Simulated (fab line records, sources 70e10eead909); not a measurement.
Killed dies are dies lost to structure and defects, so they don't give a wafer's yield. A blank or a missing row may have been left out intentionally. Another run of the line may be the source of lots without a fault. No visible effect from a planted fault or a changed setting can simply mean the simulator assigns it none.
Which of the tools did it? / flow nandHarc / 24 lots, 72 wafers sampled, at 5 steps of a route of 1302

WHAT THE GAUGES SHOWED, per wafer
NHARC_P_GATE_CD_MEAS_59: the cd target is 720 nm.
lot=L074; measured=day 5 16:07; on=cdSem-01; cdNm (nm)=719.2 720.1 720.7
lot=L075; measured=day 6 01:56; on=cdSem-03; cdNm (nm)=718.3 721.7 721.6
lot=L076; measured=day 6 09:54; on=cdSem-01; cdNm (nm)=717.8 721.5 723.4
lot=L077; measured=day 6 18:26; on=cdSem-03; cdNm (nm)=716.0 717.7 717.9
lot=L079; measured=day 7 11:11; on=cdSem-03; cdNm (nm)=720.9 722.5 718.3
lot=L078; measured=day 7 11:29; on=cdSem-01; cdNm (nm)=721.3 720.9 721.8
lot=L080; measured=day 8 02:30; on=cdSem-02; cdNm (nm)=717.9 719.7 720.8
lot=L081; measured=day 8 15:05; on=cdSem-02; cdNm (nm)=717.9 718.5 717.9
lot=L082; measured=day 9 02:47; on=cdSem-01; cdNm (nm)=719.6 720.0 718.8
lot=L083; measured=day 9 06:21; on=cdSem-03; cdNm (nm)=717.8 721.2 721.0
lot=L084; measured=day 9 23:02; on=cdSem-02; cdNm (nm)=719.7 717.3 715.4
lot=L085; measured=day 10 10:23; on=cdSem-02; cdNm (nm)=723.4 717.7 722.8
lot=L086; measured=day 10 22:05; on=cdSem-02; cdNm (nm)=722.2 723.0 720.6
lot=L087; measured=day 11 02:35; on=cdSem-01; cdNm (nm)=715.4 717.4 718.4
lot=L088; measured=day 11 18:43; on=cdSem-02; cdNm (nm)=721.6 719.9 718.0
lot=L089; measured=day 11 19:34; on=cdSem-02; cdNm (nm)=720.5 718.6 721.6
lot=L090; measured=day 12 07:55; on=cdSem-01; cdNm (nm)=722.3 719.0 720.1
lot=L092; measured=day 12 22:23; on=cdSem-03; cdNm (nm)=719.4 718.9 717.7
lot=L091; measured=day 12 22:45; on=cdSem-02; cdNm (nm)=720.2 719.6 718.8
lot=L093; measured=day 13 14:02; on=cdSem-02; cdNm (nm)=720.1 722.5 721.5
lot=L094; measured=day 13 20:56; on=cdSem-01; cdNm (nm)=721.3 720.9 719.3
lot=L095; measured=day 14 12:25; on=cdSem-02; cdNm (nm)=718.0 717.0 718.9
lot=L096; measured=day 14 17:08; on=cdSem-01; cdNm (nm)=721.9 718.6 721.6
lot=L097; measured=day 15 11:29; on=cdSem-03; cdNm (nm)=723.0 722.2 720.0

WHICH TOOL RAN EACH LOT (tool, then ch and the chambers of the sampled wafers, then the start)
lot=L074; NHARC_P_GATE_HM_DEP_102=aclDep-01 ch 0, day 5 01:09; NHARC_P_GATE_DEP_103=pecvd-02 ch 0,1, day 5 01:43; NHARC_P_GATE_DESCUM_31=rieDiel-01 ch 0,1, day 5 02:34; NHARC_P_GATE_STRIP_75=plasmaAsher-01 ch 0,1, day 5 15:11
lot=L075; NHARC_P_GATE_HM_DEP_102=aclDep-01 ch 0, day 5 10:53; NHARC_P_GATE_DEP_103=pecvd-01 ch 0,1,2, day 5 11:37; NHARC_P_GATE_DESCUM_31=rieDiel-04 ch 1,3, day 5 12:26; NHARC_P_GATE_STRIP_75=plasmaAsher-02 ch 1, day 6 01:01
lot=L076; NHARC_P_GATE_HM_DEP_102=aclDep-01 ch 0, day 5 18:46; NHARC_P_GATE_DEP_103=pecvd-02 ch 0,1,2, day 5 19:29; NHARC_P_GATE_DESCUM_31=rieDiel-04 ch 0,1, day 5 20:20; NHARC_P_GATE_STRIP_75=plasmaAsher-01 ch 0,1, day 6 08:59
lot=L077; NHARC_P_GATE_HM_DEP_102=aclDep-02 ch 0, day 6 03:19; NHARC_P_GATE_DEP_103=pecvd-02 ch 0,1, day 6 04:02; NHARC_P_GATE_DESCUM_31=rieDiel-08 ch 0,1, day 6 04:51; NHARC_P_GATE_STRIP_75=plasmaAsher-01 ch 0,1, day 6 17:31
lot=L079; NHARC_P_GATE_HM_DEP_102=aclDep-02 ch 0, day 6 20:16; NHARC_P_GATE_DEP_103=pecvd-02 ch 0,1,2, day 6 21:08; NHARC_P_GATE_DESCUM_31=rieDiel-04 ch 2,3, day 6 21:53; NHARC_P_GATE_STRIP_75=plasmaAsher-01 ch 0,1, day 7 10:22
lot=L078; NHARC_P_GATE_HM_DEP_102=aclDep-03 ch 0, day 6 20:16; NHARC_P_GATE_DEP_103=pecvd-03 ch 0,1,2, day 6 21:20; NHARC_P_GATE_DESCUM_31=rieDiel-08 ch 1,2, day 6 22:03; NHARC_P_GATE_STRIP_75=plasmaAsher-02 ch 0,1, day 7 10:34
lot=L080; NHARC_P_GATE_HM_DEP_102=aclDep-01 ch 0, day 7 11:38; NHARC_P_GATE_DEP_103=pecvd-01 ch 1,2, day 7 12:18; NHARC_P_GATE_DESCUM_31=rieDiel-01 ch 2,3, day 7 13:10; NHARC_P_GATE_STRIP_75=plasmaAsher-02 ch 0,1, day 8 01:35
lot=L081; NHARC_P_GATE_HM_DEP_102=aclDep-03 ch 0, day 7 23:34; NHARC_P_GATE_DEP_103=pecvd-02 ch 0,1,2, day 8 00:14; NHARC_P_GATE_DESCUM_31=rieDiel-08 ch 1,2,3, day 8 01:05; NHARC_P_GATE_STRIP_75=plasmaAsher-02 ch 0,1, day 8 14:10
lot=L082; NHARC_P_GATE_HM_DEP_102=aclDep-03 ch 0, day 8 11:38; NHARC_P_GATE_DEP_103=pecvd-01 ch 1,2, day 8 12:11; NHARC_P_GATE_DESCUM_31=rieDiel-01 ch 0,1,2, day 8 13:18; NHARC_P_GATE_STRIP_75=plasmaAsher-01 ch 0,1, day 9 01:59
lot=L083; NHARC_P_GATE_HM_DEP_102=aclDep-02 ch 0, day 8 15:16; NHARC_P_GATE_DEP_103=pecvd-02 ch 1,2, day 8 15:56; NHARC_P_GATE_DESCUM_31=rieDiel-01 ch 1,2, day 8 16:49; NHARC_P_GATE_STRIP_75=plasmaAsher-02 ch 0,1, day 9 05:26
lot=L084; NHARC_P_GATE_HM_DEP_102=aclDep-02 ch 0, day 9 08:07; NHARC_P_GATE_DEP_103=pecvd-02 ch 0,1,2, day 9 08:48; NHARC_P_GATE_DESCUM_31=rieDiel-04 ch 0,3, day 9 09:31; NHARC_P_GATE_STRIP_75=plasmaAsher-01 ch 0,1, day 9 22:07
lot=L085; NHARC_P_GATE_HM_DEP_102=aclDep-02 ch 0, day 9 19:22; NHARC_P_GATE_DEP_103=pecvd-01 ch 0,1,2, day 9 20:02; NHARC_P_GATE_DESCUM_31=rieDiel-04 ch 0,2,3, day 9 20:47; NHARC_P_GATE_STRIP_75=plasmaAsher-01 ch 0,1, day 10 09:35
lot=L086; NHARC_P_GATE_HM_DEP_102=aclDep-01 ch 0, day 10 06:53; NHARC_P_GATE_DEP_103=pecvd-03 ch 0,1, day 10 07:32; NHARC_P_GATE_DESCUM_31=rieDiel-01 ch 0,1,3, day 10 08:31; NHARC_P_GATE_STRIP_75=plasmaAsher-02 ch 0,1, day 10 21:09
lot=L087; NHARC_P_GATE_HM_DEP_102=aclDep-03 ch 0, day 10 11:32; NHARC_P_GATE_DEP_103=pecvd-03 ch 0,1, day 10 12:05; NHARC_P_GATE_DESCUM_31=rieDiel-01 ch 0,1, day 10 12:57; NHARC_P_GATE_STRIP_75=plasmaAsher-02 ch 0,1, day 11 01:40
lot=L088; NHARC_P_GATE_HM_DEP_102=aclDep-01 ch 0, day 11 03:45; NHARC_P_GATE_DEP_103=pecvd-01 ch 1,2, day 11 04:25; NHARC_P_GATE_DESCUM_31=rieDiel-04 ch 0,2,3, day 11 05:17; NHARC_P_GATE_STRIP_75=plasmaAsher-01 ch 0,1, day 11 17:55
lot=L089; NHARC_P_GATE_HM_DEP_102=aclDep-01 ch 0, day 11 04:23; NHARC_P_GATE_DEP_103=pecvd-03 ch 0,2, day 11 05:04; NHARC_P_GATE_DESCUM_31=rieDiel-04 ch 0,2,3, day 11 06:02; NHARC_P_GATE_STRIP_75=plasmaAsher-01 ch 0,1, day 11 18:38
lot=L090; NHARC_P_GATE_HM_DEP_102=aclDep-03 ch 0, day 11 14:59; NHARC_P_GATE_DEP_103=pecvd-01 ch 0,1, day 11 15:41; NHARC_P_GATE_DESCUM_31=rieDiel-01 ch 1,3, day 11 16:25; NHARC_P_GATE_STRIP_75=plasmaAsher-01 ch 0,1, day 12 07:05
lot=L092; NHARC_P_GATE_HM_DEP_102=aclDep-02 ch 0, day 12 07:13; NHARC_P_GATE_DEP_103=pecvd-02 ch 0,1, day 12 07:52; NHARC_P_GATE_DESCUM_31=rieDiel-01 ch 0,1,3, day 12 08:44; NHARC_P_GATE_STRIP_75=plasmaAsher-01 ch 0,1, day 12 21:28
lot=L091; NHARC_P_GATE_HM_DEP_102=aclDep-01 ch 0, day 12 07:19; NHARC_P_GATE_DEP_103=pecvd-01 ch 1,2, day 12 07:52; NHARC_P_GATE_DESCUM_31=rieDiel-04 ch 0,1, day 12 08:53; NHARC_P_GATE_STRIP_75=plasmaAsher-02 ch 0,1, day 12 21:46
lot=L093; NHARC_P_GATE_HM_DEP_102=aclDep-02 ch 0, day 12 22:56; NHARC_P_GATE_DEP_103=pecvd-02 ch 1,2, day 12 23:37; NHARC_P_GATE_DESCUM_31=rieDiel-04 ch 1,2,3, day 13 00:20; NHARC_P_GATE_STRIP_75=plasmaAsher-01 ch 0,1, day 13 13:06
lot=L094; NHARC_P_GATE_HM_DEP_102=aclDep-02 ch 0, day 13 05:52; NHARC_P_GATE_DEP_103=pecvd-02 ch 0,1,2, day 13 06:35; NHARC_P_GATE_DESCUM_31=rieDiel-08 ch 0,3, day 13 07:24; NHARC_P_GATE_STRIP_75=plasmaAsher-01 ch 1, day 13 20:01
lot=L095; NHARC_P_GATE_HM_DEP_102=aclDep-02 ch 0, day 13 21:12; NHARC_P_GATE_DEP_103=pecvd-01 ch 0,2, day 13 21:52; NHARC_P_GATE_DESCUM_31=rieDiel-04 ch 0,1,3, day 13 22:46; NHARC_P_GATE_STRIP_75=plasmaAsher-02 ch 0,1, day 14 11:30
lot=L096; NHARC_P_GATE_HM_DEP_102=aclDep-03 ch 0, day 14 02:22; NHARC_P_GATE_DEP_103=pecvd-03 ch 0,1, day 14 02:58; NHARC_P_GATE_DESCUM_31=rieDiel-01 ch 1,2,3, day 14 03:43; NHARC_P_GATE_STRIP_75=plasmaAsher-02 ch 0,1, day 14 16:20
lot=L097; NHARC_P_GATE_HM_DEP_102=aclDep-03 ch 0, day 14 20:33; NHARC_P_GATE_DEP_103=pecvd-03 ch 0,1,2, day 14 21:03; NHARC_P_GATE_DESCUM_31=rieDiel-01 ch 0,1,3, day 14 21:56; NHARC_P_GATE_STRIP_75=plasmaAsher-02 ch 0,1, day 15 10:35
- NHARC_P_GATE_HM_DEP_102: deposits aC, target thk 120 nm.
- NHARC_P_GATE_DEP_103: deposits SiON, target thk 30 nm.
- NHARC_P_GATE_DESCUM_31: chemistry O2, time 3 s.
- NHARC_P_GATE_STRIP_75: strips in O2.

AS READ BY THE TOOLS THEMSELVES (means over the sampled wafers that have a number; for cases with no such wafer, the mark the record gives instead)
NHARC_P_GATE_HM_DEP_102.
lot=L074; tool=aclDep-01; throttleValvePct (%)=34.999
lot=L075; tool=aclDep-01; throttleValvePct (%)=34.997
lot=L076; tool=aclDep-01; throttleValvePct (%)=34.994
lot=L077; tool=aclDep-02; throttleValvePct (%)=35.001
lot=L079; tool=aclDep-02; throttleValvePct (%)=34.998
lot=L078; tool=aclDep-03; throttleValvePct (%)=35.004
lot=L080; tool=aclDep-01; throttleValvePct (%)=34.991
lot=L081; tool=aclDep-03; throttleValvePct (%)=34.992
lot=L082; tool=aclDep-03; throttleValvePct (%)=35.002
lot=L083; tool=aclDep-02; throttleValvePct (%)=35.000
lot=L084; tool=aclDep-02; throttleValvePct (%)=34.994
lot=L085; tool=aclDep-02; throttleValvePct (%)=34.986
lot=L086; tool=aclDep-01; throttleValvePct (%)=35.002
lot=L087; tool=aclDep-03; throttleValvePct (%)=34.998
lot=L088; tool=aclDep-01; throttleValvePct (%)=35.002
lot=L089; tool=aclDep-01; throttleValvePct (%)=34.995
lot=L090; tool=aclDep-03; throttleValvePct (%)=35.004
lot=L092; tool=aclDep-02; throttleValvePct (%)=35.001
lot=L091; tool=aclDep-01; throttleValvePct (%)=35.004
lot=L093; tool=aclDep-02; throttleValvePct (%)=35.001
lot=L094; tool=aclDep-02; throttleValvePct (%)=35.000
lot=L095; tool=aclDep-02; throttleValvePct (%)=35.004
lot=L096; tool=aclDep-03; throttleValvePct (%)=35.003
lot=L097; tool=aclDep-03; throttleValvePct (%)=34.999

NHARC_P_GATE_DEP_103.
lot=L074; tool=pecvd-02; heaterPowerW (W)=797; rfFwdPowerW (W)=347.7
lot=L075; tool=pecvd-01; heaterPowerW (W)=760; rfFwdPowerW (W)=347.9
lot=L076; tool=pecvd-02; heaterPowerW (W)=705; rfFwdPowerW (W)=348.5
lot=L077; tool=pecvd-02; heaterPowerW (W)=752; rfFwdPowerW (W)=348.5
lot=L079; tool=pecvd-02; heaterPowerW (W)=681; rfFwdPowerW (W)=348.4
lot=L078; tool=pecvd-03; heaterPowerW (W)=698; rfFwdPowerW (W)=350.2
lot=L080; tool=pecvd-01; heaterPowerW (W)=686; rfFwdPowerW (W)=349.6
lot=L081; tool=pecvd-02; heaterPowerW (W)=734; rfFwdPowerW (W)=349.8
lot=L082; tool=pecvd-01; heaterPowerW (W)=672; rfFwdPowerW (W)=348.7
lot=L083; tool=pecvd-02; heaterPowerW (W)=738; rfFwdPowerW (W)=350.5
lot=L084; tool=pecvd-02; heaterPowerW (W)=680; rfFwdPowerW (W)=348.2
lot=L085; tool=pecvd-01; heaterPowerW (W)=760; rfFwdPowerW (W)=347.0
lot=L086; tool=pecvd-03; heaterPowerW (W)=770; rfFwdPowerW (W)=349.0
lot=L087; tool=pecvd-03; heaterPowerW (W)=708; rfFwdPowerW (W)=348.4
lot=L088; tool=pecvd-01; heaterPowerW (W)=735; rfFwdPowerW (W)=349.9
lot=L089; tool=pecvd-03; heaterPowerW (W)=818; rfFwdPowerW (W)=349.0
lot=L090; tool=pecvd-01; heaterPowerW (W)=838; rfFwdPowerW (W)=347.4
lot=L092; tool=pecvd-02; heaterPowerW (W)=763; rfFwdPowerW (W)=347.7
lot=L091; tool=pecvd-01; heaterPowerW (W)=692; rfFwdPowerW (W)=347.6
lot=L093; tool=pecvd-02; heaterPowerW (W)=835; rfFwdPowerW (W)=348.2
lot=L094; tool=pecvd-02; heaterPowerW (W)=708; rfFwdPowerW (W)=347.4
lot=L095; tool=pecvd-01; heaterPowerW (W)=772; rfFwdPowerW (W)=349.0
lot=L096; tool=pecvd-03; heaterPowerW (W)=784; rfFwdPowerW (W)=348.3
lot=L097; tool=pecvd-03; heaterPowerW (W)=786; rfFwdPowerW (W)=348.9

NHARC_P_GATE_DESCUM_31.
lot=L074; tool=rieDiel-01; drypumpMotorCurrentA (A)=5.6; oesProductAu (a.u.)=0.996; rfVppV (V)=58.3; showerheadPlenumPTorr (Torr)=1.97; throttleValvePct (%)=11.304
lot=L075; tool=rieDiel-04; drypumpMotorCurrentA (A)=5.8; oesProductAu (a.u.)=0.987; rfVppV (V)=58.3; showerheadPlenumPTorr (Torr)=1.90; throttleValvePct (%)=11.313
lot=L076; tool=rieDiel-04; drypumpMotorCurrentA (A)=6.7; oesProductAu (a.u.)=1.007; rfVppV (V)=57.4; showerheadPlenumPTorr (Torr)=1.94; throttleValvePct (%)=11.308
lot=L077; tool=rieDiel-08; drypumpMotorCurrentA (A)=5.7; oesProductAu (a.u.)=0.994; rfVppV (V)=57.5; showerheadPlenumPTorr (Torr)=1.90; throttleValvePct (%)=11.305
lot=L079; tool=rieDiel-04; drypumpMotorCurrentA (A)=6.3; oesProductAu (a.u.)=1.004; rfVppV (V)=57.2; showerheadPlenumPTorr (Torr)=1.87; throttleValvePct (%)=11.313
lot=L078; tool=rieDiel-08; drypumpMotorCurrentA (A)=5.5; oesProductAu (a.u.)=0.999; rfVppV (V)=58.6; showerheadPlenumPTorr (Torr)=1.95; throttleValvePct (%)=11.317
lot=L080; tool=rieDiel-01; drypumpMotorCurrentA (A)=6.0; oesProductAu (a.u.)=0.989; rfVppV (V)=57.9; showerheadPlenumPTorr (Torr)=1.96; throttleValvePct (%)=11.306
lot=L081; tool=rieDiel-08; drypumpMotorCurrentA (A)=5.9; oesProductAu (a.u.)=0.998; rfVppV (V)=58.7; showerheadPlenumPTorr (Torr)=1.94; throttleValvePct (%)=11.320
lot=L082; tool=rieDiel-01; drypumpMotorCurrentA (A)=6.0; oesProductAu (a.u.)=0.989; rfVppV (V)=57.7; showerheadPlenumPTorr (Torr)=1.92; throttleValvePct (%)=11.322
lot=L083; tool=rieDiel-01; drypumpMotorCurrentA (A)=5.9; oesProductAu (a.u.)=0.991; rfVppV (V)=58.7; showerheadPlenumPTorr (Torr)=2.00; throttleValvePct (%)=11.312
lot=L084; tool=rieDiel-04; drypumpMotorCurrentA (A)=6.1; oesProductAu (a.u.)=0.990; rfVppV (V)=58.1; showerheadPlenumPTorr (Torr)=1.97; throttleValvePct (%)=11.312
lot=L085; tool=rieDiel-04; drypumpMotorCurrentA (A)=6.2; oesProductAu (a.u.)=0.992; rfVppV (V)=58.2; showerheadPlenumPTorr (Torr)=1.92; throttleValvePct (%)=11.315
lot=L086; tool=rieDiel-01; drypumpMotorCurrentA (A)=5.6; oesProductAu (a.u.)=1.003; rfVppV (V)=57.0; showerheadPlenumPTorr (Torr)=1.94; throttleValvePct (%)=11.309
lot=L087; tool=rieDiel-01; drypumpMotorCurrentA (A)=5.7; oesProductAu (a.u.)=0.991; rfVppV (V)=58.0; showerheadPlenumPTorr (Torr)=1.89; throttleValvePct (%)=11.315
lot=L088; tool=rieDiel-04; drypumpMotorCurrentA (A)=6.2; oesProductAu (a.u.)=0.994; rfVppV (V)=57.7; showerheadPlenumPTorr (Torr)=1.92; throttleValvePct (%)=11.308
lot=L089; tool=rieDiel-04; drypumpMotorCurrentA (A)=6.2; oesProductAu (a.u.)=0.996; rfVppV (V)=57.9; showerheadPlenumPTorr (Torr)=1.92; throttleValvePct (%)=11.318
lot=L090; tool=rieDiel-01; drypumpMotorCurrentA (A)=5.5; oesProductAu (a.u.)=1.000; rfVppV (V)=57.4; showerheadPlenumPTorr (Torr)=2.00; throttleValvePct (%)=11.306
lot=L092; tool=rieDiel-01; drypumpMotorCurrentA (A)=5.6; oesProductAu (a.u.)=1.001; rfVppV (V)=57.7; showerheadPlenumPTorr (Torr)=1.94; throttleValvePct (%)=11.312
lot=L091; tool=rieDiel-04; drypumpMotorCurrentA (A)=6.6; oesProductAu (a.u.)=0.991; rfVppV (V)=58.0; showerheadPlenumPTorr (Torr)=1.97; throttleValvePct (%)=11.313
lot=L093; tool=rieDiel-04; drypumpMotorCurrentA (A)=6.3; oesProductAu (a.u.)=1.004; rfVppV (V)=57.2; showerheadPlenumPTorr (Torr)=1.89; throttleValvePct (%)=11.310
lot=L094; tool=rieDiel-08; drypumpMotorCurrentA (A)=6.5; oesProductAu (a.u.)=1.002; rfVppV (V)=57.5; showerheadPlenumPTorr (Torr)=1.86; throttleValvePct (%)=11.308
lot=L095; tool=rieDiel-04; drypumpMotorCurrentA (A)=6.2; oesProductAu (a.u.)=0.996; rfVppV (V)=57.1; showerheadPlenumPTorr (Torr)=1.93; throttleValvePct (%)=11.306
lot=L096; tool=rieDiel-01; drypumpMotorCurrentA (A)=5.9; oesProductAu (a.u.)=0.997; rfVppV (V)=58.2; showerheadPlenumPTorr (Torr)=1.98; throttleValvePct (%)=11.315
lot=L097; tool=rieDiel-01; drypumpMotorCurrentA (A)=5.6; oesProductAu (a.u.)=0.994; rfVppV (V)=58.4; showerheadPlenumPTorr (Torr)=1.94; throttleValvePct (%)=11.309

NHARC_P_GATE_STRIP_75.
lot=L074; tool=plasmaAsher-01; drypumpMotorCurrentA (A)=5.7; heaterPowerW (W)=358
lot=L075; tool=plasmaAsher-02; drypumpMotorCurrentA (A)=5.9; heaterPowerW (W)=372
lot=L076; tool=plasmaAsher-01; drypumpMotorCurrentA (A)=5.7; heaterPowerW (W)=355
lot=L077; tool=plasmaAsher-01; drypumpMotorCurrentA (A)=5.4; heaterPowerW (W)=364
lot=L079; tool=plasmaAsher-01; drypumpMotorCurrentA (A)=5.4; heaterPowerW (W)=363
lot=L078; tool=plasmaAsher-02; drypumpMotorCurrentA (A)=6.0; heaterPowerW (W)=356
lot=L080; tool=plasmaAsher-02; drypumpMotorCurrentA (A)=6.0; heaterPowerW (W)=361
lot=L081; tool=plasmaAsher-02; drypumpMotorCurrentA (A)=5.9; heaterPowerW (W)=367
lot=L082; tool=plasmaAsher-01; drypumpMotorCurrentA (A)=5.4; heaterPowerW (W)=376
lot=L083; tool=plasmaAsher-02; drypumpMotorCurrentA (A)=5.9; heaterPowerW (W)=357
lot=L084; tool=plasmaAsher-01; drypumpMotorCurrentA (A)=5.7; heaterPowerW (W)=347
lot=L085; tool=plasmaAsher-01; drypumpMotorCurrentA (A)=5.4; heaterPowerW (W)=368
lot=L086; tool=plasmaAsher-02; drypumpMotorCurrentA (A)=5.9; heaterPowerW (W)=365
lot=L087; tool=plasmaAsher-02; drypumpMotorCurrentA (A)=5.9; heaterPowerW (W)=366
lot=L088; tool=plasmaAsher-01; drypumpMotorCurrentA (A)=5.7; heaterPowerW (W)=342
lot=L089; tool=plasmaAsher-01; drypumpMotorCurrentA (A)=5.4; heaterPowerW (W)=367
lot=L090; tool=plasmaAsher-01; drypumpMotorCurrentA (A)=5.4; heaterPowerW (W)=372
lot=L092; tool=plasmaAsher-01; drypumpMotorCurrentA (A)=5.7; heaterPowerW (W)=343
lot=L091; tool=plasmaAsher-02; drypumpMotorCurrentA (A)=6.0; heaterPowerW (W)=377
lot=L093; tool=plasmaAsher-01; drypumpMotorCurrentA (A)=5.4; heaterPowerW (W)=368
lot=L094; tool=plasmaAsher-01; drypumpMotorCurrentA (A)=5.1; heaterPowerW (W)=389
lot=L095; tool=plasmaAsher-02; drypumpMotorCurrentA (A)=6.0; heaterPowerW (W)=380
lot=L096; tool=plasmaAsher-02; drypumpMotorCurrentA (A)=5.9; heaterPowerW (W)=385
lot=L097; tool=plasmaAsher-02; drypumpMotorCurrentA (A)=6.0; heaterPowerW (W)=383

THE ANSWER, worked out from the rows above alone
Rule: usual is defined by the lots themselves. The widest of any qualifying gaps counts: lots, ordered by their means at a reading, are off when they make up no more than a third of the lots, leave a main group of 4 or more, and stand apart from it by 3 or more times the standard deviation of that group's means. Not used: any main group whose means are identical at the precision the tables above print for the reading. Also off: a lot with no number at a reading for which 4 or more lots have one. All remaining lots with rows at the step are treated as sound. First the gauges in route order, then the tools' own readings, where a lot's mean is used as printed above. The first step at which some lot is off is used, and at that step the reading that is off furthest; a lot without a number counts as furthest.
None of the lots is off at any reading shown; this tells nothing.

WHAT THE SIMULATOR HAD INSERTED
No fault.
